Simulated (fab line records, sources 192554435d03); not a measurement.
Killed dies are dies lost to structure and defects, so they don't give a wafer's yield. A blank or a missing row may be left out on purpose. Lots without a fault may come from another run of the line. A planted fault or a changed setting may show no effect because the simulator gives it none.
Chamber matching | flow n5_finfet | N5_BEOL_M0_SAQP_ETCH_106 on rie_diel-04: 4 sister chambers
The step etches SOC in N2/H2, stops on SiNx, target depth 150 nm. 18 wafers are shown with their chamber, then 9 later ones without.

WAFERS WITH THEIR CHAMBER
wafer  | chamber | showerhead_plenum_p_Torr (Torr) | drypump_motor_current_A (A) | throttle_valve_pct (%)
L076.1 | 2       | 2.54                            | 5.4                         | 17.73
L076.4 | 1       | 2.65                            | 6.0                         | 17.86
L076.5 | 3       | 2.64                            | 5.9                         | 17.62
L077.1 | 2       | 2.54                            | 5.4                         | 17.73
L077.3 | 0       | 2.40                            | 6.3                         | 17.99
L077.5 | 1       | 2.65                            | 6.0                         | 17.88
L081.1 | 3       | 2.63                            | 6.0                         | 17.63
L081.3 | 2       | 2.54                            | 5.4                         | 17.74
L081.5 | 0       | 2.40                            | 6.4                         | 18.00
L085.2 | 0       | 2.40                            | 6.3                         | 18.02
L085.3 | 1       | 2.64                            | 6.0                         | 17.89
L085.4 | 3       | 2.63                            | 6.0                         | 17.66
L088.2 | 0       | 2.39                            | 6.3                         | 18.02
L088.3 | 1       | 2.64                            | 6.0                         | 17.89
L088.5 | 3       | 2.63                            | 5.9                         | 17.66
L090.1 | 3       | 2.63                            | 6.0                         | 17.66
L090.5 | 3       | 2.63                            | 6.0                         | 17.68
L090.6 | 0       | 2.39                            | 6.4                         | 18.04

SIGNATURES (means of the wafers above)
reading                  | chamber 0 | chamber 1 | chamber 2 | chamber 3 | scatter within a chamber
showerhead_plenum_p_Torr | 2.3960    | 2.6450    | 2.5400    | 2.6317    | 0.00465
drypump_motor_current_A  | 6.340     | 6.000     | 5.400     | 5.967     | 0.0425
throttle_valve_pct       | 18.0140   | 17.8800   | 17.7333   | 17.6517   | 0.0183
Rule: a wafer's distance from a chamber is the root of the sum, over the readings, of the square of ((its reading less the chamber's mean) divided by the reading's scatter). The wafer belongs to the nearest chamber; if the next one is less than 2 further off, it can't be placed. The scatter: the root of (the sum of the squares of (reading less its chamber's mean) over the shown wafers, divided by (wafers less chambers)).

WAFERS WITHOUT THEIR CHAMBER
wafer  | showerhead_plenum_p_Torr (Torr) | drypump_motor_current_A (A) | throttle_valve_pct (%)
L091.1 | 2.63                            | 6.0                         | 17.67
L091.3 | 2.39                            | 6.3                         | 18.03
L091.6 | 2.39                            | 6.3                         | 18.02
L094.2 | 2.62                            | 5.9                         | 17.68
L094.5 | 2.62                            | 5.9                         | 17.68
L094.6 | 2.53                            | 5.4                         | 17.77
L097.1 | 2.63                            | 6.1                         | 17.94
L097.2 | 2.62                            | 5.9                         | 17.68
L097.6 | 2.63                            | 6.0                         | 17.94

WHICH CHAMBER EACH WENT THROUGH
wafer  | from the rows above | in truth
L091.1 | 3                   | 3
L091.3 | 0                   | 0
L091.6 | 0                   | 0
L094.2 | 3                   | 3
L094.5 | 3                   | 3
L094.6 | 2                   | 2
L097.1 | 1                   | 1
L097.2 | 3                   | 3
L097.6 | 1                   | 1
Placed correctly: 9 of 9. Can't be placed from these rows: 0. Placed wrongly: 0.
